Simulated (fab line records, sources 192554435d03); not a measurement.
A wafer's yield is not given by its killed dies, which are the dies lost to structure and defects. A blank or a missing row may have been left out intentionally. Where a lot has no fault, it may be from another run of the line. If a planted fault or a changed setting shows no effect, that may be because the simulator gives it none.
fab line records | flow n5-finfet | part 2 of 2: steps 5 to 6 of 6
[record] lots = 22 | wafers = 66 | last-day = 18
route steps=1938 shown BEOL_M0@734 BEOL_M1@767
lots that met no fault: taken from a fault-free run of the same line
start-h: start of the lot's first displayed wafer, in hours after the record's first day | wait-h: time in hours since the lot's previous step | " as in the row above | L1.1+2: a single row standing in for several wafers | - no value present, or no start provided | * or withheld: withheld | < > ~ a bound
route shown NAME@n: names a module that has steps shown in the file, with the first one's number in the route | usual: mean/standard deviation taken from wafers without a fault | same: alike in all rows | chamber/n: place in a boat | sites: each site's reading | _std_site: the values' standard deviation | _edge_site: outer sites' mean less inner sites' | radius-mm: how far each site lies from the wafer's centre | mask NAME#n: copy n | behind: the tool/chamber that last shaped the wafer | hold: what put the lot on hold/how long, in hours/how the hold closed | device: names the non-switching transistor (n, p or np) | end of line: tests of these same wafers at the route's end | step lacking rows: just its recipe | killed: dies lost to structure and defects at the first sort, not the wafer's yield | map: per-die view of a wafer (x killed, . not killed, _ where there is no die)
set.NAME: setting as actually run; set.NAME@STEP: the setting as run at that earlier step | model.NAME: the simulator's own value behind a step, which no gauge read
a sample of lots followed through the steps of the route, with each step as a table and each wafer as a row
services: a tool's chamber out of use, with start hour (start-h, from the record's first day; less than 0 if before it), hours out, and reason
[[steps]]
[step N5_BEOL_M1_VIA_ETCH_34]
[recipe] chemistry = C4F6/O2 | target-depth-a = 678 | mask-material = SOC | pressure-mtorr = 15 | ion-energy-ev = 250 | taper-deg = 4 | time-s = 64.4 | source-w = 350 | bias-w = 170 | Ar_flow_sccm = 300 | C4F6_flow_sccm = 10 | O2_flow_sccm = 10
[usual] drypump-motor-current-A = 5.6/0.31 | oes-product-au = 0.76/0.086 | rf-vpp-V = 665/13 | showerhead-plenum-p-Torr = 2.85/0.089 | throttle-valve-pct = 30.7/0.37
[same] time-s = 64.4
lot.wafer | tool        | chamber | start-h | wait-h | drypump-motor-current-A | oes-product-au | rf-hours-counter-h | rf-vpp-V | showerhead-plenum-p-Torr | throttle-valve-pct
L074.4    | rie-diel-01 | 3       | 126.06  | 0.0    | 5.7                     | 0.74           | 127                | 675      | 2.71                     | 30.4
L074.5    | "           | 0       | "       | "      | 5.3                     | 0.85           | -                  | 645      | 2.89                     | 30.8
L074.6    | "           | 3       | "       | "      | 5.7                     | 0.75           | -                  | 676      | 2.71                     | 30.4
L075.2    | rie-diel-01 | 1       | 133.03  | 0.0    | 5.5                     | 0.74           | 162                | 676      | 2.82                     | 30.4
L075.4    | "           | 3       | "       | "      | 5.7                     | 0.74           | 129                | 675      | 2.71                     | 30.4
L075.6    | "           | 3       | "       | "      | 5.7                     | 0.74           | -                  | 676      | 2.71                     | 30.4
L076.2    | rie-diel-04 | 0       | 140.79  | 0.0    | 5.7                     | 0.71           | 234                | 645      | 2.94                     | 31.0
L076.3    | "           | 1       | "       | "      | 6.3                     | 0.71           | 212                | 689      | 2.92                     | 30.8
L076.5    | "           | 3       | "       | "      | 5.9                     | 0.70           | -                  | 670      | 2.93                     | 30.9
L077.1    | rie-diel-04 | 3       | 145.42  | 0.0    | 5.9                     | 0.70           | 239                | 670      | 2.93                     | 30.9
L077.2    | "           | 2       | "       | "      | 6.2                     | 0.92           | 14                 | 671      | 2.77                     | 29.9
L077.5    | "           | 3       | "       | "      | 5.9                     | 0.69           | -                  | 671      | 2.93                     | 31.0
L078.2    | rie-diel-05 | 1       | 151.60  | 0.0    | 5.2                     | 0.76           | 137                | 655      | 2.85                     | 30.5
L078.5    | "           | 0       | "       | "      | 5.4                     | 0.92           | -                  | 659      | 3.05                     | 31.0
L078.6    | "           | 1       | "       | "      | 5.2                     | 0.76           | -                  | 656      | 2.85                     | 30.4
L079.3    | rie-diel-01 | 3       | 175.93  | 0.0    | 5.7                     | 0.73           | 139                | 676      | 2.71                     | 30.4
L079.4    | "           | 2       | "       | "      | 5.4                     | 0.69           | 239                | 678      | 2.82                     | 31.4
L079.5    | "           | 1       | "       | "      | 5.5                     | 0.74           | -                  | 675      | 2.82                     | 30.5
L081.2    | rie-diel-05 | 1       | 184.12  | 0.0    | 5.2                     | 0.75           | 144                | 654      | 2.85                     | 30.5
L081.4    | "           | 0       | "       | "      | 5.4                     | 0.90           | 22                 | 659      | 3.05                     | 31.0
L081.5    | "           | 0       | "       | "      | 5.4                     | 0.91           | -                  | 660      | 3.05                     | 31.0
L082.1    | rie-diel-01 | 3       | 184.23  | 0.0    | 5.7                     | 0.73           | 141                | 675      | 2.71                     | 30.4
L082.3    | "           | 1       | "       | "      | 5.5                     | 0.73           | 175                | 675      | 2.82                     | 30.5
L082.5    | "           | 0       | "       | "      | 5.3                     | 0.84           | -                  | 643      | 2.89                     | 30.8
L080.2    | rie-diel-01 | 3       | 186.37  | 0.0    | 5.7                     | 0.73           | 142                | 675      | 2.71                     | 30.4
L080.5    | "           | 2       | "       | "      | 5.4                     | 0.69           | -                  | 679      | 2.82                     | 31.4
L080.6    | "           | 3       | "       | "      | 5.7                     | 0.74           | -                  | 674      | 2.71                     | 30.4
L085.1    | rie-diel-01 | 3       | 188.53  | 0.0    | 5.7                     | 0.73           | 142                | 675      | 2.71                     | 30.4
L085.2    | "           | 0       | "       | "      | 5.3                     | 0.83           | 63                 | 646      | 2.89                     | 30.8
L085.6    | "           | 0       | "       | "      | 5.3                     | 0.82           | -                  | 644      | 2.88                     | 30.9
L083.1    | rie-diel-04 | 1       | 192.24  | 0.0    | 6.3                     | 0.69           | 227                | 687      | 2.91                     | 30.8
L083.3    | "           | 0       | "       | "      | 5.6                     | 0.70           | 249                | 643      | 2.93                     | 31.0
L083.4    | "           | 0       | "       | "      | 5.6                     | 0.69           | -                  | 645      | 2.93                     | 31.0
L084.2    | rie-diel-01 | 2       | 199.71  | 0.0    | 5.4                     | 0.68           | 247                | 677      | 2.82                     | 31.4
L084.4    | "           | 2       | "       | "      | 5.4                     | 0.68           | -                  | 678      | 2.82                     | 31.4
L084.6    | "           | 3       | "       | "      | 5.6                     | 0.72           | -                  | 675      | 2.70                     | 30.4
L086.3    | rie-diel-01 | 0       | 202.25  | 0.0    | 5.3                     | 0.83           | 65                 | 644      | 2.88                     | 30.8
L086.4    | "           | 2       | "       | "      | 5.4                     | 0.69           | -                  | 676      | 2.82                     | 31.4
L086.5    | "           | 0       | "       | "      | 5.3                     | 0.83           | -                  | 645      | 2.88                     | 30.8
L087.3    | rie-diel-05 | 1       | 202.36  | 0.0    | 5.2                     | 0.74           | 150                | 656      | 2.85                     | 30.5
L087.4    | "           | 0       | "       | "      | 5.4                     | 0.88           | 29                 | 659      | 3.04                     | 31.0
L087.5    | "           | 1       | "       | "      | 5.2                     | 0.74           | -                  | 655      | 2.85                     | 30.5
L088.2    | rie-diel-01 | 1       | 213.03  | 0.0    | 5.5                     | 0.73           | 180                | 676      | 2.81                     | 30.5
L088.4    | "           | 3       | "       | "      | 5.7                     | 0.72           | 151                | 675      | 2.70                     | 30.4
L088.5    | "           | 2       | "       | "      | 5.4                     | 0.68           | -                  | 676      | 2.82                     | 31.4
L089.2    | rie-diel-05 | 3       | 219.31  | 0.0    | 5.6                     | 0.67           | 222                | 660      | 2.84                     | 30.9
L089.3    | "           | 1       | "       | "      | 5.2                     | 0.75           | 155                | 655      | 2.84                     | 30.5
L089.5    | "           | 3       | "       | "      | 5.6                     | 0.67           | -                  | 661      | 2.84                     | 30.9
L090.3    | rie-diel-05 | 2       | 232.58  | 0.0    | 5.9                     | 0.70           | 228                | 651      | 2.82                     | 30.7
L090.4    | "           | 3       | "       | "      | 5.6                     | 0.66           | 227                | 660      | 2.83                     | 30.9
L090.5    | "           | 2       | "       | "      | 5.9                     | 0.71           | -                  | 650      | 2.82                     | 30.7
L092.1    | rie-diel-04 | 1       | 236.70  | 0.0    | 6.3                     | 0.68           | 243                | 686      | 2.91                     | 30.8
L092.2    | "           | 2       | "       | "      | 6.2                     | 0.85           | 44                 | 670      | 2.76                     | 29.9
L092.3    | "           | 0       | "       | "      | 5.6                     | 0.99           | 2                  | 644      | 2.93                     | 30.7
L091.1    | rie-diel-04 | 3       | 240.39  | 0.0    | 5.9                     | 0.92           | 12                 | 671      | 2.92                     | 30.7
L091.2    | "           | 0       | "       | "      | 5.6                     | 0.98           | 3                  | 645      | 2.93                     | 30.7
L091.3    | "           | 2       | "       | "      | 6.2                     | 0.86           | 45                 | 672      | 2.76                     | 29.9
L094.1    | rie-diel-01 | 0       | 257.87  | 0.0    | 5.3                     | 0.80           | 85                 | 646      | 2.87                     | 30.9
L094.5    | "           | 0       | "       | "      | 5.3                     | 0.80           | -                  | 646      | 2.88                     | 30.9
L094.6    | "           | 3       | "       | "      | 5.7                     | 0.72           | -                  | 674      | 2.70                     | 30.4
L095.2    | rie-diel-01 | 3       | 265.64  | 0.0    | 5.7                     | 0.71           | 168                | 675      | 2.70                     | 30.5
L095.3    | "           | 0       | "       | "      | 5.3                     | 0.81           | 89                 | 645      | 2.87                     | 30.8
L095.4    | "           | 3       | "       | "      | 5.7                     | 0.71           | -                  | 675      | 2.69                     | 30.4
L096.1    | rie-diel-05 | 0       | 274.34  | 0.0    | 5.4                     | 0.85           | 51                 | 660      | 3.03                     | 31.1
L096.2    | "           | 2       | "       | "      | 5.9                     | 0.70           | 241                | 649      | 2.81                     | 30.7
L096.4    | "           | 1       | "       | "      | 5.2                     | 0.73           | 173                | 653      | 2.84                     | 30.5
[step N5_BEOL_M1_TRENCH_ETCH_37]
[recipe] chemistry = C4F6/O2 | target-depth-a = 552.07 | target = SiOC | time-s = 29 | ion-energy-ev = 250 | pressure-mtorr = 30 | source-w = 355 | bias-w = 185 | Ar_flow_sccm = 300 | C4F6_flow_sccm = 10 | O2_flow_sccm = 10
[usual] drypump-motor-current-A = 5.6/0.31 | oes-product-au = 0.76/0.085 | rf-vpp-V = 665/13 | showerhead-plenum-p-Torr = 2.85/0.089 | throttle-valve-pct = 20.8/0.31
[same] time-s = 29
lot.wafer | tool        | chamber | start-h | wait-h | drypump-motor-current-A | oes-product-au | rf-hours-counter-h | rf-vpp-V | showerhead-plenum-p-Torr | throttle-valve-pct
L074.4    | rie-diel-01 | 3       | -       | -      | 5.7                     | 0.75           | 127                | 676      | 2.72                     | 20.5
L074.5    | "           | 0       | "       | "      | 5.3                     | 0.86           | -                  | 644      | 2.90                     | 20.8
L074.6    | "           | 3       | "       | "      | 5.7                     | 0.76           | -                  | 674      | 2.72                     | 20.5
L075.2    | rie-diel-01 | 1       | -       | -      | 5.5                     | 0.75           | 162                | 677      | 2.83                     | 20.7
L075.4    | "           | 3       | "       | "      | 5.7                     | 0.74           | 129                | 676      | 2.72                     | 20.6
L075.6    | "           | 3       | "       | "      | 5.7                     | 0.74           | -                  | 677      | 2.72                     | 20.5
L076.2    | rie-diel-04 | 0       | -       | -      | 5.7                     | 0.71           | 234                | 644      | 2.94                     | 21.1
L076.3    | "           | 1       | "       | "      | 6.3                     | 0.71           | 212                | 688      | 2.93                     | 21.0
L076.5    | "           | 3       | "       | "      | 5.9                     | 0.69           | -                  | 670      | 2.93                     | 21.1
L077.1    | rie-diel-04 | 3       | -       | -      | 5.9                     | 0.69           | 239                | 670      | 2.93                     | 21.1
L077.2    | "           | 2       | "       | "      | 6.2                     | 0.92           | 14                 | 672      | 2.78                     | 20.2
L077.5    | "           | 3       | "       | "      | 5.9                     | 0.69           | -                  | 668      | 2.93                     | 21.1
L078.2    | rie-diel-05 | 1       | -       | -      | 5.2                     | 0.76           | 137                | 653      | 2.86                     | 20.6
L078.5    | "           | 0       | "       | "      | 5.4                     | 0.93           | -                  | 658      | 3.05                     | 20.9
L078.6    | "           | 1       | "       | "      | 5.2                     | 0.76           | -                  | 654      | 2.86                     | 20.6
L079.3    | rie-diel-01 | 3       | -       | -      | 5.7                     | 0.73           | 139                | 677      | 2.71                     | 20.6
L079.4    | "           | 2       | "       | "      | 5.4                     | 0.69           | 239                | 678      | 2.83                     | 21.4
L079.5    | "           | 1       | "       | "      | 5.6                     | 0.74           | -                  | 677      | 2.82                     | 20.7
L081.2    | rie-diel-05 | 1       | -       | -      | 5.2                     | 0.76           | 144                | 654      | 2.85                     | 20.6
L081.4    | "           | 0       | "       | "      | 5.4                     | 0.91           | 22                 | 659      | 3.05                     | 20.9
L081.5    | "           | 0       | "       | "      | 5.4                     | 0.91           | -                  | 658      | 3.05                     | 20.9
L082.1    | rie-diel-01 | 3       | -       | -      | 5.7                     | 0.74           | 141                | 675      | 2.71                     | 20.6
L082.3    | "           | 1       | "       | "      | 5.5                     | 0.75           | 175                | 676      | 2.82                     | 20.7
L082.5    | "           | 0       | "       | "      | 5.3                     | 0.82           | -                  | 645      | 2.89                     | 20.9
L080.2    | rie-diel-01 | 3       | -       | -      | 5.6                     | 0.74           | 142                | 676      | 2.71                     | 20.6
L080.5    | "           | 2       | "       | "      | 5.4                     | 0.68           | -                  | 677      | 2.82                     | 21.4
L080.6    | "           | 3       | "       | "      | 5.7                     | 0.74           | -                  | 676      | 2.71                     | 20.6
L085.1    | rie-diel-01 | 3       | -       | -      | 5.7                     | 0.72           | 142                | 675      | 2.71                     | 20.6
L085.2    | "           | 0       | "       | "      | 5.3                     | 0.83           | 63                 | 644      | 2.89                     | 20.8
L085.6    | "           | 0       | "       | "      | 5.3                     | 0.83           | -                  | 644      | 2.89                     | 20.8
L083.1    | rie-diel-04 | 1       | -       | -      | 6.3                     | 0.70           | 228                | 687      | 2.92                     | 21.0
L083.3    | "           | 0       | "       | "      | 5.6                     | 0.70           | 249                | 644      | 2.93                     | 21.1
L083.4    | "           | 0       | "       | "      | 5.7                     | 0.70           | -                  | 645      | 2.94                     | 21.1
L084.2    | rie-diel-01 | 2       | -       | -      | 5.4                     | 0.69           | 247                | 677      | 2.82                     | 21.4
L084.4    | "           | 2       | "       | "      | 5.4                     | 0.68           | -                  | 679      | 2.82                     | 21.4
L084.6    | "           | 3       | "       | "      | 5.7                     | 0.73           | -                  | 677      | 2.71                     | 20.6
L086.3    | rie-diel-01 | 0       | -       | -      | 5.3                     | 0.83           | 65                 | 645      | 2.89                     | 20.8
L086.4    | "           | 2       | "       | "      | 5.4                     | 0.69           | -                  | 677      | 2.82                     | 21.4
L086.5    | "           | 0       | "       | "      | 5.3                     | 0.83           | -                  | 646      | 2.89                     | 20.9
L087.3    | rie-diel-05 | 1       | -       | -      | 5.2                     | 0.74           | 150                | 655      | 2.85                     | 20.6
L087.4    | "           | 0       | "       | "      | 5.4                     | 0.88           | 29                 | 659      | 3.05                     | 20.9
L087.5    | "           | 1       | "       | "      | 5.2                     | 0.74           | -                  | 653      | 2.85                     | 20.6
L088.2    | rie-diel-01 | 1       | -       | -      | 5.5                     | 0.74           | 180                | 675      | 2.82                     | 20.7
L088.4    | "           | 3       | "       | "      | 5.7                     | 0.73           | 151                | 676      | 2.71                     | 20.6
L088.5    | "           | 2       | "       | "      | 5.4                     | 0.68           | -                  | 676      | 2.82                     | 21.4
L089.2    | rie-diel-05 | 3       | -       | -      | 5.6                     | 0.68           | 222                | 661      | 2.84                     | 21.1
L089.3    | "           | 1       | "       | "      | 5.2                     | 0.74           | 155                | 655      | 2.85                     | 20.6
L089.5    | "           | 3       | "       | "      | 5.6                     | 0.68           | -                  | 660      | 2.84                     | 21.1
L090.3    | rie-diel-05 | 2       | -       | -      | 5.9                     | 0.70           | 228                | 650      | 2.82                     | 20.9
L090.4    | "           | 3       | "       | "      | 5.6                     | 0.66           | 227                | 660      | 2.84                     | 21.1
L090.5    | "           | 2       | "       | "      | 5.9                     | 0.70           | -                  | 650      | 2.82                     | 20.9
L092.1    | rie-diel-04 | 1       | -       | -      | 6.2                     | 0.68           | 243                | 687      | 2.91                     | 21.0
L092.2    | "           | 2       | "       | "      | 6.2                     | 0.87           | 44                 | 671      | 2.76                     | 20.2
L092.3    | "           | 0       | "       | "      | 5.6                     | 0.98           | 2                  | 644      | 2.93                     | 20.7
L091.1    | rie-diel-04 | 3       | -       | -      | 5.9                     | 0.92           | 12                 | 670      | 2.92                     | 20.7
L091.2    | "           | 0       | "       | "      | 5.6                     | 0.97           | 3                  | 643      | 2.93                     | 20.7
L091.3    | "           | 2       | "       | "      | 6.2                     | 0.86           | 45                 | 670      | 2.76                     | 20.2
L094.1    | rie-diel-01 | 0       | -       | -      | 5.3                     | 0.80           | 85                 | 644      | 2.88                     | 20.9
L094.5    | "           | 0       | "       | "      | 5.3                     | 0.81           | -                  | 644      | 2.88                     | 20.9
L094.6    | "           | 3       | "       | "      | 5.7                     | 0.71           | -                  | 674      | 2.70                     | 20.6
L095.2    | rie-diel-01 | 3       | -       | -      | 5.7                     | 0.70           | 168                | 676      | 2.70                     | 20.6
L095.3    | "           | 0       | "       | "      | 5.3                     | 0.81           | 89                 | 644      | 2.88                     | 20.9
L095.4    | "           | 3       | "       | "      | 5.7                     | 0.71           | -                  | 675      | 2.70                     | 20.6
L096.1    | rie-diel-05 | 0       | -       | -      | 5.4                     | 0.86           | 51                 | 658      | 3.04                     | 21.0
L096.2    | "           | 2       | "       | "      | 5.9                     | 0.69           | 241                | 650      | 2.81                     | 20.9
L096.4    | "           | 1       | "       | "      | 5.2                     | 0.73           | 173                | 654      | 2.84                     | 20.6
[[services]]
tool           | chamber | start-h | hours | kind
rie-diel-01    | 0       | 97.10   | 6.9   | repair
cvd-co-01      | -       | 105.10  | 0.6   | repair
cvd-co-02      | -       | 114.26  | 2.6   | repair
pvd-sputter-03 | -       | 137.72  | 2.9   | repair
rie-diel-05    | 1       | 141.67  | 9.0   | repair
pvd-sputter-03 | -       | 164.10  | 7.1   | repair
cvd-co-01      | 2       | 169.77  | 3.3   | repair
rie-diel-04    | 3       | 184.80  | -     | clean
rie-diel-04    | 3       | 184.80  | -     | consumable-replace:focus-ring
rie-diel-04    | 3       | 184.80  | 21.8  | scheduled-down
rie-diel-04    | 3       | 184.80  | 21.8  | vent-cycle
rie-diel-05    | 3       | 190.29  | 7.9   | repair
rie-diel-01    | 1       | 194.00  | 11.3  | repair
rie-diel-01    | 0       | 197.51  | 3.7   | repair
rie-diel-04    | 0       | 206.61  | -     | clean
cvd-co-02      | -       | 216.98  | 2.8   | pm
rie-diel-01    | 3       | 226.04  | 5.8   | repair
rie-diel-01    | 2       | 236.17  | 32.3  | repair
rie-diel-01    | -       | 236.82  | 0.8   | repair
rie-diel-04    | 1       | 253.83  | 13.9  | repair
rie-diel-01    | 2       | 268.72  | -     | clean
rie-diel-01    | 2       | 268.72  | -     | consumable-replace:focus-ring
rie-diel-01    | 2       | 268.72  | 27.5  | scheduled-down
rie-diel-01    | 2       | 268.72  | 27.5  | vent-cycle
